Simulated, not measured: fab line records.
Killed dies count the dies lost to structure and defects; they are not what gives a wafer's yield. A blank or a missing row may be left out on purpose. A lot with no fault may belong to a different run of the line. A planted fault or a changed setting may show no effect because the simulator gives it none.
Chamber matching :: flow n5Finfet :: cmp-04 running N5_BEOL_M5_CMP_52: 4 sister chambers
The step polishes, stops on SiCOH lowk, t overpolish 6.9 s, target thk 62 nm. 8 wafers are shown with their chamber, then 8 later ones without.

== EACH WAFER AND ITS CHAMBER ==
wafer: L076.1
chamber: 3
timeToEndpointS (s): 62.0
motorCurrentA (A): 6.6

wafer: L087.2
chamber: 0
timeToEndpointS (s): 66.4
motorCurrentA (A): 6.2

wafer: L087.5
chamber: 2
timeToEndpointS (s): 59.7
motorCurrentA (A): 6.1

wafer: L087.6
chamber: 1
timeToEndpointS (s): 63.3
motorCurrentA (A): 6.0

wafer: L089.1
chamber: 2
timeToEndpointS (s): 61.4
motorCurrentA (A): 6.2

wafer: L089.3
chamber: 0
timeToEndpointS (s): 65.9
motorCurrentA (A): 5.9

wafer: L089.6
chamber: 3
timeToEndpointS (s): 62.0
motorCurrentA (A): 6.3

wafer: L092.2
chamber: 1
timeToEndpointS (s): 63.8
motorCurrentA (A): 6.0

== WAFERS WITHOUT THEIR CHAMBER ==
wafer: L092.3
timeToEndpointS (s): 62.3
motorCurrentA (A): 6.5

wafer: L092.6
timeToEndpointS (s): 61.9
motorCurrentA (A): 6.1

wafer: L095.1
timeToEndpointS (s): 60.9
motorCurrentA (A): 6.5

wafer: L095.4
timeToEndpointS (s): 61.8
motorCurrentA (A): 6.0

wafer: L095.6
timeToEndpointS (s): 60.6
motorCurrentA (A): 6.6

wafer: L096.1
timeToEndpointS (s): 57.7
motorCurrentA (A): 6.1

wafer: L096.3
timeToEndpointS (s): 61.9
motorCurrentA (A): 6.3

wafer: L096.4
timeToEndpointS (s): 60.9
motorCurrentA (A): 6.2

== WHICH CHAMBER EACH WENT THROUGH ==
wafer: L092.3
from the rows above: 3
in truth: 3

wafer: L092.6
from the rows above: can't be placed: 2 or 3 or 1
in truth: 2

wafer: L095.1
from the rows above: can't be placed: 3 or 2
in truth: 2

wafer: L095.4
from the rows above: can't be placed: 2 or 1 or 3
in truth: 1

wafer: L095.6
from the rows above: can't be placed: 3 or 2
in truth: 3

wafer: L096.1
from the rows above: 2
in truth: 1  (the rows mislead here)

wafer: L096.3
from the rows above: can't be placed: 3 or 2
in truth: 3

wafer: L096.4
from the rows above: can't be placed: 2 or 3
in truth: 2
Placed correctly: 1 of 8. Not placeable from these rows: 6 (in 6, the candidates include the true chamber). Placed wrongly: 1.
How it was worked out, from the rows above alone: a wafer's distance from a chamber is the root of the sum, over the readings, of the square of ((its reading less the chamber's mean) divided by the reading's scatter). If the next closest chamber is less than 2 further off than the closest, the wafer can't be placed; otherwise it belongs to the closest. The mean given for a chamber averages the wafers shown for that chamber. How the scatter is found: for the shown wafers, subtract from each reading the mean of its chamber, square and add these, divide the total by (wafers less chambers), then take the root.
